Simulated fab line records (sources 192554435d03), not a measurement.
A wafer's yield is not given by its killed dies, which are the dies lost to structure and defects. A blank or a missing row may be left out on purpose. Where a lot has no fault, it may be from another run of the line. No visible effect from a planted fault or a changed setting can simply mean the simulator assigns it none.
Matching of chambers -- flow n5_finfet -- 4 sister chambers for N5_BEOL_M14_TRENCH_ETCH_34 on rie_diel-04
The step etches SiO2 in C4F8/O2/Ar, target depth 556.65 nm, time 126.9 s. 8 wafers are shown with their chamber, then 8 later ones without.

== WAFERS, EACH WITH ITS CHAMBER ==
wafer,chamber,rf_vpp_V (V),drypump_motor_current_A (A)
L080.4,1,2217,6.2
L081.4,1,2216,6.2
L088.3,0,2249,6.1
L088.6,3,2320,5.5
L086.2,2,2240,6.0
L086.3,0,2249,6.1
L086.5,2,2239,5.9
L089.2,3,2320,5.5

== WAFERS MISSING THEIR CHAMBER ==
wafer,rf_vpp_V (V),drypump_motor_current_A (A)
L089.3,2237,6.0
L089.5,2214,6.3
L092.3,2239,6.0
L092.4,2215,6.2
L092.5,2239,5.9
L093.1,2236,5.9
L093.2,2248,6.1
L093.6,2248,6.1

== WHICH CHAMBER EACH ONE RAN IN ==
wafer,from the rows above,in truth
L089.3,2,2
L089.5,1,1
L092.3,2,2
L092.4,1,1
L092.5,2,2
L093.1,2,2
L093.2,0,0
L093.6,0,0
Correctly placed: 8 of 8. Left unplaced by these rows: 0. 0 placed wrongly.
How it was worked out, from the rows above alone: a wafer's distance from a chamber is the root of the sum, over the readings, of the square of ((its reading less the chamber's mean) divided by the reading's scatter). The wafer belongs to the nearest chamber; if the next one is less than 2 further off, it can't be placed. Each chamber's mean is taken over the wafers shown for it. The scatter: take each reading less its chamber's mean, square it, sum over the shown wafers, divide by the number of wafers less the number of chambers, and take the root.
